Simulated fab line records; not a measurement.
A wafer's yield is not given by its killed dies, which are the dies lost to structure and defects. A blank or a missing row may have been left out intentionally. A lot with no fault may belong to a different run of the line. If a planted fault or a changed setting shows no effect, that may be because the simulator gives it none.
fab line records	flow n5Finfet
[record] lots = 7	wafers = 39
route steps=1938 shown BEOL_M6@1194 BEOL_M11@1536 BEOL_M14@1753
startH: start of the lot's first displayed wafer, in hours after the record's first day	waitH: how many hours have passed since the lot's step before this one	" the same as in the row above	L1.1+2: a single row standing in for several wafers	- either no value or no given start	* or withheld: withheld	< > ~ a bound
route shown NAME@n: a module of which the file shows steps, and the number in the route of the first	usual: mean/standard deviation of fault-free wafers	same: alike in all rows	chamber/n: place in a boat	sites: readings site by site	_std_site: standard deviation of those values	_edge_site: the outer-site mean with the inner-site mean subtracted	radiusMm: for every site, how far away it sits from the centre of the wafer	mask NAME#n: copy n	behind: the most recent tool/chamber to have shaped the wafer	hold: cause of the lot's hold/its duration in hours/its outcome	device: whichever transistor did not switch (one of n, p or np)	end of line: the route-end tests of the same wafers	a step with no rows: only its recipe	killed: dies that structure and defects cost at the first sort, which is not the same as the wafer's yield	map: per-die view of a wafer (x killed, . not killed, _ where there is no die)
set.NAME: the setting that was run; set.NAME@STEP: the one run at that earlier step	model.NAME: the simulator's own value behind a step, which no gauge read
lots run with intentionally changed settings; tables by step, rows by wafer
[[steps]]
[step N5_BEOL_M6_ILD_DEP_00]
[recipe] material = SiCOH_lowk	targetThkA = 1797.5	tempC = 300	precursor = DEMS/porogen	pressureTorr = 5	rfW = 500	timeS = 33.4
lot.wafer	tool	chamber	startH	waitH	set.targetThkA	model.SiCOH_lowk_of_BEOL_M6_ILD_DEP_00.thkNm
L074.2	pecvd-04	2	187.77	0.0	1797.5	172.6
L074.3	"	0	"	"	1797.5	175.4
L074.5	"	2	"	"	1797.5	174.8
L076.1	pecvd-02	2	190.53	0.0	1797.5	179
L076.2	"	0	"	"	2098	206.6
L076.3	"	1	"	"	2098	206
L076.4	"	2	"	"	2098	211.8
L076.5	"	1	"	"	1797.5	179.8
L076.6	"	0	"	"	1797.5	180.6
L077.1	pecvd-04	1	202.76	0.0	2592	256
L077.2	"	2	"	"	1797.5	174.8
L077.3	"	0	"	"	2592	257.2
L077.4	"	1	"	"	1797.5	181.4
L077.5	"	0	"	"	1797.5	179.8
L077.6	"	2	"	"	2592	257.4
L078.1	pecvd-02	0	206.76	0.0	1277	126.6
L078.2	"	1	"	"	1797.5	177
L078.3	"	1	"	"	1277	125.2
L078.4	"	0	"	"	1797.5	181.6
L078.5	"	0	"	"	1277	126
L078.6	"	1	"	"	1797.5	178.4
L081.1	pecvd-02	0	230.90	0.0	1105	110.4
L081.2	"	1	"	"	1105	109
L081.3	"	1	"	"	1797.5	179.2
L081.4	"	0	"	"	1797.5	179.4
L081.5	"	0	"	"	1797.5	180.8
L081.6	"	1	"	"	1105	112
L092.1+3	pecvd-04	0,1	293.82	0.0	1326	133.8
L092.2	"	1	"	"	1797.5	179.2
L092.4	"	0	"	"	1797.5	179.6
L092.5	"	0	"	"	1326	135.2
L092.6	"	1	"	"	1797.5	182.4
L095.1	pecvd-01	1	305.17	0.0	2816	281.8
L095.2	"	0	"	"	2816	282
L095.3	"	1	"	"	1797.5	183.2
L095.4	"	0	"	"	1797.5	182.6
L095.5	"	1	"	"	1797.5	185.2
L095.6	"	0	"	"	2816	285.6
[step N5_BEOL_M6_CURE_74]
[recipe] tempC = 385	timeS = 240	ambient = He/Ar	material = SiCOH_lowk
lot.wafer	tool	chamber	startH	waitH	set.targetThkA@BEOL_M6_ILD_DEP_00	model.SiCOH_lowk_of_BEOL_M6_ILD_DEP_00.thkNm
L074.2	uvCure-01	1	187.92	0.1	1797.5	148.8
L074.3	"	1	"	"	1797.5	151.2
L074.5	"	1	"	"	1797.5	150.8
L076.1	uvCure-03	2	190.59	0.0	1797.5	154.4
L076.2	"	2	"	"	2098	178.4
L076.3	"	2	"	"	2098	178
L076.4	"	2	"	"	2098	183
L076.5	"	2	"	"	1797.5	155
L076.6	"	2	"	"	1797.5	155.8
L077.1	uvCure-01	0	202.82	0.0	2592	221.8
L077.2	"	0	"	"	1797.5	150.6
L077.3+6	"	0	"	"	2592	222.8
L077.4	"	0	"	"	1797.5	156.4
L077.5	"	0	"	"	1797.5	155
L078.1	uvCure-02	2	206.85	0.1	1277	108.8
L078.2	"	2	"	"	1797.5	152.6
L078.3	"	2	"	"	1277	107.6
L078.4	"	2	"	"	1797.5	156.6
L078.5	"	2	"	"	1277	108.4
L078.6	"	2	"	"	1797.5	154
L081.1	uvCure-03	0	230.98	0.1	1105	94.8
L081.2	"	0	"	"	1105	93.6
L081.3+4	"	0	"	"	1797.5	154.6
L081.5	"	0	"	"	1797.5	156
L081.6	"	0	"	"	1105	96.2
L092.1	uvCure-02	1	293.98	0.1	1326	115.2
L092.2	"	1	"	"	1797.5	154.6
L092.3	"	1	"	"	1326	115
L092.4	"	1	"	"	1797.5	155
L092.5	"	1	"	"	1326	116.2
L092.6	"	1	"	"	1797.5	157.4
L095.1	uvCure-02	1	305.27	0.1	2816	244.4
L095.2	"	1	"	"	2816	244.6
L095.3	"	1	"	"	1797.5	158
L095.4	"	1	"	"	1797.5	157.6
L095.5	"	1	"	"	1797.5	159.8
L095.6	"	1	"	"	2816	247.8
[step N5_BEOL_M6_THK_MEAS_01]
[recipe] reads = SiCOH_lowk_of_BEOL_M6_ILD_DEP_00
[usual] M6_ILD_THK = 154.4/2.1
lot.wafer	tool	chamber	startH	waitH	set.targetThkA@BEOL_M6_ILD_DEP_00	M6_ILD_THK[nm]
L074.2	filmMetro-01	-	188.35	0.4	1797.5	148.6
L074.3	"	-	"	"	1797.5	151.2
L074.5	"	-	"	"	1797.5	150.7
L076.1	filmMetro-02	-	191.10	0.4	1797.5	154.2
L076.2	"	-	"	"	2098	178.5
L076.3	"	-	"	"	2098	178.1
L076.4	"	-	"	"	2098	182.9
L076.5	"	-	"	"	1797.5	155.1
L076.6	"	-	"	"	1797.5	155.7
L077.1	filmMetro-01	-	203.33	0.4	2592	221.7
L077.2	"	-	"	"	1797.5	150.6
L077.3	"	-	"	"	2592	222.8
L077.4	"	-	"	"	1797.5	156.3
L077.5	"	-	"	"	1797.5	155.1
L077.6	"	-	"	"	2592	222.9
L078.1	filmMetro-01	-	207.84	0.8	1277	108.9
L078.2	"	-	"	"	1797.5	152.5
L078.3	"	-	"	"	1277	107.6
L078.4	"	-	"	"	1797.5	156.5
L078.5	"	-	"	"	1277	108.3
L078.6	"	-	"	"	1797.5	153.9
L081.1	filmMetro-01	-	231.51	0.4	1105	94.7
L081.2	"	-	"	"	1105	93.7
L081.3	"	-	"	"	1797.5	154.7
L081.4	"	-	"	"	1797.5	154.8
L081.5	"	-	"	"	1797.5	156.0
L081.6	"	-	"	"	1105	96.2
L092.1	filmMetro-01	-	294.49	0.4	1326	115.1
L092.2	"	-	"	"	1797.5	154.6
L092.3	"	-	"	"	1326	115.1
L092.4	"	-	"	"	1797.5	155.2
L092.5	"	-	"	"	1326	116.4
L092.6	"	-	"	"	1797.5	157.3
L095.1	filmMetro-02	-	305.79	0.4	2816	244.4
L095.2	"	-	"	"	2816	244.4
L095.3	"	-	"	"	1797.5	158.1
L095.4	"	-	"	"	1797.5	157.4
L095.5	"	-	"	"	1797.5	159.8
L095.6	"	-	"	"	2816	247.7
[step N5_BEOL_M11_ILD_DEP_00]
[recipe] material = SiCOH_lowk	targetThkA = 3085.1	tempC = 300	precursor = DEMS/porogen	pressureTorr = 5	rfW = 500	timeS = 58
lot.wafer	tool	chamber	startH	waitH	set.timeS	model.SiCOH_lowk_of_BEOL_M11_ILD_DEP_00.thkNm
L074.2	pecvd-01	2	228.58	0.0	58	305.4
L074.3	"	0	"	"	58	303
L074.5	"	0	"	"	58	309.2
L076.1	pecvd-01	2	232.51	0.0	58	315
L076.2	"	0	"	"	58	314
L076.3	"	1	"	"	58	310.8
L076.4	"	1	"	"	58	316.2
L076.5	"	0	"	"	58	309
L076.6	"	2	"	"	58	318
L078.1	pecvd-01	2	248.21	0.0	42.51	228
L078.2	"	0	"	"	58	303.6
L078.3	"	1	"	"	42.51	224
L078.4	"	0	"	"	58	309.4
L078.5	"	1	"	"	58	307.8
L078.6	"	2	"	"	42.51	231
L077.1	pecvd-03	0	248.33	0.0	58	306.6
L077.2+3	"	1,2	"	"	58	303
L077.4	"	1	"	"	58	310.4
L077.5	"	0	"	"	58	311.6
L077.6	"	2	"	"	58	312.2
L081.1	pecvd-03	1	273.28	0.0	58	305.4
L081.2	"	0	"	"	58	307.2
L081.3	"	2	"	"	58	306
L081.4	"	0	"	"	58	310.2
L081.5	"	1	"	"	58	309.6
L081.6	"	2	"	"	58	316
L092.1	pecvd-03	1	343.03	0.0	58	305.2
L092.2	"	2	"	"	58	307.2
L092.3	"	0	"	"	58	310.6
L092.4	"	2	"	"	58	310
L092.5	"	1	"	"	58	310.8
L092.6	"	0	"	"	58	314.4
L095.1	pecvd-01	0	348.89	0.0	58	306
L095.2	"	1	"	"	87.17	458.6
L095.3	"	2	"	"	58	306.8
L095.4	"	0	"	"	87.17	463.2
L095.5	"	2	"	"	87.17	465.2
L095.6	"	1	"	"	58	310.6
[step N5_BEOL_M11_CURE_71]
[recipe] tempC = 385	timeS = 240	ambient = He/Ar	material = SiCOH_lowk
lot.wafer	tool	chamber	startH	waitH	set.timeS@BEOL_M11_ILD_DEP_00	model.SiCOH_lowk_of_BEOL_M11_ILD_DEP_00.thkNm
L074.2	uvCure-03	1	228.74	0.1	58	265.2
L074.3	"	1	"	"	58	263.2
L074.5	"	1	"	"	58	268.6
L076.1	uvCure-03	2	233.04	0.5	58	273.6
L076.2	"	2	"	"	58	272.8
L076.3	"	2	"	"	58	270
L076.4	"	2	"	"	58	274.8
L076.5	"	2	"	"	58	268.4
L076.6	"	2	"	"	58	276.4
L078.1	uvCure-01	1	248.71	0.5	42.51	197.2
L078.2	"	1	"	"	58	263.6
L078.3	"	1	"	"	42.51	193.6
L078.4	"	1	"	"	58	268.8
L078.5	"	1	"	"	58	267.4
L078.6	"	1	"	"	42.51	199.8
L077.1	uvCure-02	2	249.00	0.6	58	266.4
L077.2	"	2	"	"	58	263
L077.3	"	2	"	"	58	263.2
L077.4	"	2	"	"	58	269.8
L077.5	"	2	"	"	58	270.8
L077.6	"	2	"	"	58	271.2
L081.1	uvCure-02	1	273.36	0.0	58	265.4
L081.2	"	1	"	"	58	266.8
L081.3	"	1	"	"	58	265.8
L081.4	"	1	"	"	58	269.4
L081.5	"	1	"	"	58	269
L081.6	"	1	"	"	58	274.6
L092.1	uvCure-02	0	343.11	0.0	58	265.2
L092.2	"	0	"	"	58	266.8
L092.3+5	"	0	"	"	58	270
L092.4	"	0	"	"	58	269.2
L092.6	"	0	"	"	58	273.2
L095.1	uvCure-01	2	348.97	0.0	58	265.8
L095.2	"	2	"	"	87.17	401.6
L095.3	"	2	"	"	58	266.6
L095.4	"	2	"	"	87.17	405.8
L095.5	"	2	"	"	87.17	407.6
L095.6	"	2	"	"	58	269.8
[step N5_BEOL_M11_THK_MEAS_01]
[recipe] reads = SiCOH_lowk_of_BEOL_M11_ILD_DEP_00
[usual] M11_ILD_THK = 268/3.4
lot.wafer	tool	chamber	startH	waitH	set.timeS@BEOL_M11_ILD_DEP_00	M11_ILD_THK[nm]
L074.2	filmMetro-01	-	229.17	0.4	58	265
L074.3	"	-	"	"	58	263
L074.5	"	-	"	"	58	268
L076.1	filmMetro-01	-	233.56	0.4	58	274
L076.2	"	-	"	"	58	273
L076.3	"	-	"	"	58	270
L076.4	"	-	"	"	58	275
L076.5	"	-	"	"	58	269
L076.6	"	-	"	"	58	276
L078.1	filmMetro-02	-	249.22	0.4	42.51	197
L078.2	"	-	"	"	58	264
L078.3	"	-	"	"	42.51	194
L078.4	"	-	"	"	58	269
L078.5	"	-	"	"	58	267
L078.6	"	-	"	"	42.51	200
L077.1	filmMetro-02	-	249.51	0.4	58	266
L077.2	"	-	"	"	58	263
L077.3	"	-	"	"	58	263
L077.4	"	-	"	"	58	270
L077.5	"	-	"	"	58	271
L077.6	"	-	"	"	58	271
L081.1	filmMetro-02	-	273.87	0.4	58	265
L081.2	"	-	"	"	58	267
L081.3	"	-	"	"	58	266
L081.4	"	-	"	"	58	269
L081.5	"	-	"	"	58	269
L081.6	"	-	"	"	58	275
L092.1	filmMetro-02	-	343.62	0.4	58	265
L092.2	"	-	"	"	58	267
L092.3	"	-	"	"	58	270
L092.4	"	-	"	"	58	269
L092.5	"	-	"	"	58	270
L092.6	"	-	"	"	58	273
L095.1	filmMetro-02	-	349.48	0.4	58	266
L095.2	"	-	"	"	87.17	402
L095.3	"	-	"	"	58	267
L095.4	"	-	"	"	87.17	406
L095.5	"	-	"	"	87.17	408
L095.6	"	-	"	"	58	270
[step N5_BEOL_M14_TRENCH_ETCH_34]
[recipe] chemistry = C4F8/O2/Ar	target = SiO2	targetDepthA = 5566.5	maskMaterial = SOC	heInnerTorr = 15	heOuterTorr = 30	timeS = 126.9	ionEnergyEv = 800	pressureMtorr = 20	sourceW = 1905	biasW = 2040	Ar_flow_sccm = 400	C4F8_flow_sccm = 16	O2_flow_sccm = 12
lot.wafer	tool	chamber	startH	waitH	set.timeS	model.etch.depthNm
L076.1	rieDiel-02	1	251.68	0.0	126.9	544
L076.2	"	0	"	"	91.15	372.9
L076.3	"	3	"	"	126.9	558.2
L076.4	"	3	"	"	91.15	402.4
L076.5	"	1	"	"	126.9	546.2
L076.6	"	0	"	"	91.15	372.6
L074.2	rieDiel-06	3	254.22	0.0	126.9	548.6
L074.3	"	2	"	"	126.9	553.8
L074.5	"	1	"	"	126.9	530.6
L077.1	rieDiel-02	0	271.56	0.0	58.12	241.1
L077.2	"	3	"	"	58.12	259.1
L077.3	"	2	"	"	126.9	577.4
L077.4	"	1	"	"	126.9	552.4
L077.5	"	3	"	"	58.12	258.6
L077.6	"	0	"	"	126.9	530.2
L078.1	rieDiel-02	2	274.48	0.0	126.9	576.9
L078.2	"	0	"	"	126.9	528.1
L078.3	"	3	"	"	126.9	561.8
L078.4	"	1	"	"	126.9	553.7
L078.5	"	3	"	"	126.9	567.6
L078.6	"	2	"	"	126.9	577.3
L081.1	rieDiel-03	0	295.97	0.0	126.9	558.9
L081.2	"	2	"	"	91.94	399.2
L081.3	"	3	"	"	126.9	541.1
L081.4	"	1	"	"	91.94	409.8
L081.5	"	3	"	"	126.9	539.8
L081.6	"	2	"	"	91.94	398.9
L092.1	rieDiel-02	0	368.26	0.0	126.9	552.6
L092.2	"	1	"	"	173.8	769.2
L092.3	"	3	"	"	173.8	779.7
L092.4	"	2	"	"	126.9	573.8
L092.5	"	3	"	"	173.8	770.5
L092.6	"	0	"	"	126.9	552.5
L095.1	rieDiel-02	2	371.81	0.0	73.35	333.1
L095.2	"	1	"	"	73.35	323.9
L095.3	"	0	"	"	126.9	557.7
L095.4	"	3	"	"	73.35	328.5
L095.5	"	3	"	"	126.9	570.8
L095.6	"	2	"	"	126.9	576.8
[step N5_BEOL_M14_STRIP_70]
[recipe] chemistry = C4F8/O2/Ar	resist = SiARC	rfFrequencyHz = 6e+07
[step N5_BEOL_M14_OCD_MEAS_35]
[usual] trenchDepthNm = 557/13
lot.wafer	tool	chamber	startH	waitH	set.timeS@BEOL_M14_TRENCH_ETCH_34	trenchDepthNm
L076.1	ocd-01	-	251.83	0.0	126.9	544
L076.2	"	-	"	"	91.15	373
L076.3	"	-	"	"	126.9	558
L076.4	"	-	"	"	91.15	403
L076.5	"	-	"	"	126.9	546
L076.6	"	-	"	"	91.15	372
L074.2	ocd-01	-	254.37	0.0	126.9	549
L074.3	"	-	"	"	126.9	554
L074.5	"	-	"	"	126.9	530
L077.1	ocd-02	-	271.72	0.0	58.12	241
L077.2	"	-	"	"	58.12	259
L077.3	"	-	"	"	126.9	577
L077.4	"	-	"	"	126.9	553
L077.5	"	-	"	"	58.12	259
L077.6	"	-	"	"	126.9	530
L078.1	ocd-01	-	274.64	0.0	126.9	577
L078.2	"	-	"	"	126.9	-
L078.3	"	-	"	"	126.9	-
L078.4	"	-	"	"	126.9	554
L078.5	"	-	"	"	126.9	567
L078.6	"	-	"	"	126.9	-
L081.1	ocd-01	-	296.13	0.0	126.9	559
L081.2	"	-	"	"	91.94	400
L081.3	"	-	"	"	126.9	541
L081.4	"	-	"	"	91.94	410
L081.5	"	-	"	"	126.9	540
L081.6	"	-	"	"	91.94	399
L092.1	ocd-01	-	368.41	0.0	126.9	553
L092.2	"	-	"	"	173.8	769
L092.3	"	-	"	"	173.8	780
L092.4	"	-	"	"	126.9	574
L092.5	"	-	"	"	173.8	770
L092.6	"	-	"	"	126.9	552
L095.1	ocd-02	-	371.96	0.0	73.35	333
L095.2	"	-	"	"	73.35	324
L095.3	"	-	"	"	126.9	558
L095.4	"	-	"	"	73.35	329
L095.5	"	-	"	"	126.9	570
L095.6	"	-	"	"	126.9	577
[step N5_BEOL_M14_STRIP_37]
[recipe] chemistry = O2	powerW = 600	tempC = 60	pressureMtorr = 30	rfFrequencyHz = 6e+07	biasPowerW = 0	overashFraction = 0.3	o2FlowSccm = 225
[step N5_BEOL_M14_ETCH_38]
[recipe] chemistry = CF4/N2	target = SiCN	targetDepthA = 1065	taperDeg = 2	timeS = 120.6	ionEnergyEv = 150	maskMaterial = SiO2	pressureMtorr = 40	sourceW = 430	biasW = 70	Ar_flow_sccm = 100	cf4FlowSccm = 60	n2FlowSccm = 60
[step N5_BEOL_M14_ECD_47]
[recipe] material = Cu	targetThkA = 12480
[step N5_BEOL_M14_ANNEAL_48]
[recipe] tempC = 225	timeS = 90	ambient = N2
[step N5_BEOL_M14_CMP_49]
[recipe] stopOn = SiO2	tOverpolishS = 5.2	downForcePsi = 2	platenRpm = 80	clearingPlatenDownForcePsi = 2	clearingPlatenRpm = 80	postCmpClean = cuAlkaline	targetThkNm = 560	clearingPlatenPadVelocityMS = 1.5917	padVelocityMS = 1.5917
lot.wafer	tool	chamber	startH	waitH	set.timeS@BEOL_M14_TRENCH_ETCH_34	model.Cu_of_BEOL_M14_ECD_47.thkNm
L076.3	cmp-04	2	254.86	0.2	126.9	560.6
L076.1	"	3	"	"	126.9	547.4
L076.2	"	0	"	"	91.15	374.6
L076.4	"	1	"	"	91.15	403.8
L076.5	"	2	"	"	126.9	548.4
L076.6	"	3	"	"	91.15	375
L074.3	cmp-02	3	256.31	0.2	126.9	556.8
L074.2	"	0	"	"	126.9	553.4
L074.5	"	3	"	"	126.9	534.6
L077.4	cmp-04	1	276.32	0.1	126.9	554.2
L077.1	"	2	"	"	58.12	244.2
L077.3	"	3	"	"	126.9	580.4
L077.2	"	0	"	"	58.12	262
L077.6	"	1	"	"	126.9	530.4
L077.5	"	2	"	"	58.12	262.2
L078.3	cmp-04	3	276.63	0.2	126.9	564.2
L078.4	"	0	"	"	126.9	556.6
L078.1	"	1	"	"	126.9	580.2
L078.2	"	2	"	"	126.9	532.8
L078.6	"	3	"	"	126.9	580.8
L078.5	"	0	"	"	126.9	571.8
L081.3	cmp-02	0	300.08	0.2	126.9	546
L081.4	"	1	"	"	91.94	413.6
L081.1	"	2	"	"	126.9	563
L081.2	"	3	"	"	91.94	402
L081.5	"	0	"	"	126.9	544.8
L081.6	"	1	"	"	91.94	401.4
L092.2	cmp-01	0	371.66	0.2	173.8	773.4
L092.3	"	1	"	"	173.8	784.8
L092.1	"	2	"	"	126.9	556.4
L092.4	"	3	"	"	126.9	579.2
L092.5	"	0	"	"	173.8	774
L092.6	"	1	"	"	126.9	556.6
L095.4	cmp-04	2	374.23	0.1	73.35	332
L095.2	"	3	"	"	73.35	326.8
L095.3	"	0	"	"	126.9	559.6
L095.1	"	1	"	"	73.35	334.6
L095.5	"	2	"	"	126.9	572.6
L095.6	"	3	"	"	126.9	578
[step N5_BEOL_M14_THK_MEAS_50]
[recipe] thkMeasGauge = xrf	reads = Cu_of_BEOL_M14_ECD_47
[usual] M14_THK = 551/14
lot.wafer	tool	chamber	startH	waitH	set.timeS@BEOL_M14_TRENCH_ETCH_34	M14_THK[nm]
L076.1	filmMetro-01	-	255.15	-	126.9	539
L076.2	"	-	"	"	91.15	370
L076.3	"	-	"	"	126.9	551
L076.4	"	-	"	"	91.15	399
L076.5	"	-	"	"	126.9	539
L076.6	"	-	"	"	91.15	369
L074.2	filmMetro-01	-	256.61	-	126.9	542
L074.3	"	-	"	"	126.9	543
L074.5	"	-	"	"	126.9	525
L077.1	filmMetro-02	-	276.62	-	58.12	246
L077.2	"	-	"	"	58.12	263
L077.3	"	-	"	"	126.9	584
L077.4	"	-	"	"	126.9	555
L077.5	"	-	"	"	58.12	263
L077.6	"	-	"	"	126.9	533
L078.1	filmMetro-02	-	276.92	-	126.9	579
L078.2	"	-	"	"	126.9	-
L078.3	"	-	"	"	126.9	-
L078.4	"	-	"	"	126.9	556
L078.5	"	-	"	"	126.9	570
L078.6	"	-	"	"	126.9	-
L081.1	filmMetro-01	-	300.38	-	126.9	547
L081.2	"	-	"	"	91.94	391
L081.3	"	-	"	"	126.9	531
L081.4	"	-	"	"	91.94	401
L081.5	"	-	"	"	126.9	530
L081.6	"	-	"	"	91.94	391
L092.1	filmMetro-01	-	371.96	-	126.9	543
L092.2	"	-	"	"	173.8	747
L092.3	"	-	"	"	173.8	753
L092.4	"	-	"	"	126.9	562
L092.5	"	-	"	"	173.8	750
L092.6	"	-	"	"	126.9	542
L095.1	filmMetro-01	-	374.52	-	73.35	324
L095.2	"	-	"	"	73.35	318
L095.3	"	-	"	"	126.9	541
L095.4	"	-	"	"	73.35	324
L095.5	"	-	"	"	126.9	555
L095.6	"	-	"	"	126.9	559
[step N5_BEOL_M14_PRE_CLEAN_52]
[recipe] gas = NH3	timeS = 15	tempC = withheld	rfPowerW = 300
[step N5_BEOL_M14_DEP_53]
[recipe] material = SiCN	targetThkA = 500	tempC = withheld	precursor = 3MS/NH3	pressureTorr = 3	rfW = 675	timeS = 17.8
[step N5_BEOL_M14_RS_MEAS_54]
[recipe] thkMeasGauge = four-point-probe	reads = Cu_of_BEOL_M14_ECD_47+Ta_of_BEOL_M14_SPUTTER_44+TaN_of_BEOL_M14_SPUTTER_43
[usual] M14_RS = 0.0332/0.0008
lot.wafer	tool	chamber	startH	waitH	set.timeS@BEOL_M14_TRENCH_ETCH_34	M14_RS[ohm/sq]
L076.1	filmMetro-02	-	255.31	0.1	126.9	0.0340
L076.2	"	-	"	"	91.15	0.0504
L076.3	"	-	"	"	126.9	0.0332
L076.4	"	-	"	"	91.15	0.0465
L076.5	"	-	"	"	126.9	0.0339
L076.6	"	-	"	"	91.15	0.0504
L074.2	filmMetro-02	-	256.74	0.1	126.9	0.0336
L074.3	"	-	"	"	126.9	0.0334
L074.5	"	-	"	"	126.9	0.0349
L077.1	filmMetro-01	-	276.75	0.0	58.12	0.0786
L077.2	"	-	"	"	58.12	0.0729
L077.3	"	-	"	"	126.9	0.0320
L077.4	"	-	"	"	126.9	0.0336
L077.5	"	-	"	"	58.12	0.0730
L077.6	"	-	"	"	126.9	0.0351
L078.1	filmMetro-02	-	277.05	0.0	126.9	0.0320
L078.2	"	-	"	"	126.9	-
L078.3	"	-	"	"	126.9	-
L078.4	"	-	"	"	126.9	0.0335
L078.5	"	-	"	"	126.9	0.0326
L078.6	"	-	"	"	126.9	-
L081.1	filmMetro-02	-	300.51	0.0	126.9	0.0331
L081.2	"	-	"	"	91.94	0.0468
L081.3	"	-	"	"	126.9	0.0341
L081.4	"	-	"	"	91.94	0.0454
L081.5	"	-	"	"	126.9	0.0342
L081.6	"	-	"	"	91.94	0.0469
L092.1	filmMetro-01	-	372.10	0.1	126.9	0.0335
L092.2	"	-	"	"	173.8	0.0239
L092.3	"	-	"	"	173.8	0.0236
L092.4	"	-	"	"	126.9	0.0320
L092.5	"	-	"	"	173.8	0.0239
L092.6	"	-	"	"	126.9	0.0334
L095.1	filmMetro-01	-	374.65	0.0	73.35	0.0565
L095.2	"	-	"	"	73.35	0.0579
L095.3	"	-	"	"	126.9	0.0333
L095.4	"	-	"	"	73.35	0.0570
L095.5	"	-	"	"	126.9	0.0325
L095.6	"	-	"	"	126.9	0.0321
[[key]]
[split] step = N5_BEOL_M6_ILD_DEP_00	setting = targetThkA	stated = 1797.5	by = wafer
[response] step = N5_BEOL_M6_ILD_DEP_00	reading = model.SiCOH_lowk_of_BEOL_M6_ILD_DEP_00.thkNm	change = +1.77	per = 1%	r = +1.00
[response] step = N5_BEOL_M6_CURE_74	reading = model.SiCOH_lowk_of_BEOL_M6_ILD_DEP_00.thkNm	change = +1.55	per = 1%	r = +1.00
[response] step = N5_BEOL_M6_THK_MEAS_01	reading = M6_ILD_THK	change = +1.55	per = 1%	r = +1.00
[split] step = N5_BEOL_M11_ILD_DEP_00	setting = timeS	stated = 58	by = wafer
[response] step = N5_BEOL_M11_ILD_DEP_00	reading = model.SiCOH_lowk_of_BEOL_M11_ILD_DEP_00.thkNm	change = +3.05	per = 1%	r = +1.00
[response] step = N5_BEOL_M11_CURE_71	reading = model.SiCOH_lowk_of_BEOL_M11_ILD_DEP_00.thkNm	change = +2.71	per = 1%	r = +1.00
[response] step = N5_BEOL_M11_THK_MEAS_01	reading = M11_ILD_THK	change = +2.71	per = 1%	r = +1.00
[split] step = N5_BEOL_M14_TRENCH_ETCH_34	setting = timeS	stated = 126.9	by = wafer
[response] step = N5_BEOL_M14_TRENCH_ETCH_34	reading = model.etch.depthNm	change = +5.63	per = 1%	r = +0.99
[response] step = N5_BEOL_M14_OCD_MEAS_35	reading = trenchDepthNm	change = +5.62	per = 1%	r = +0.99
[response] step = N5_BEOL_M14_CMP_49	reading = model.Cu_of_BEOL_M14_ECD_47.thkNm	change = +5.62	per = 1%	r = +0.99
[response] step = N5_BEOL_M14_THK_MEAS_50	reading = M14_THK	change = +5.49	per = 1%	r = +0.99
[response] step = N5_BEOL_M14_RS_MEAS_54	reading = M14_RS	change = -0.000575	per = 1%	r = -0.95
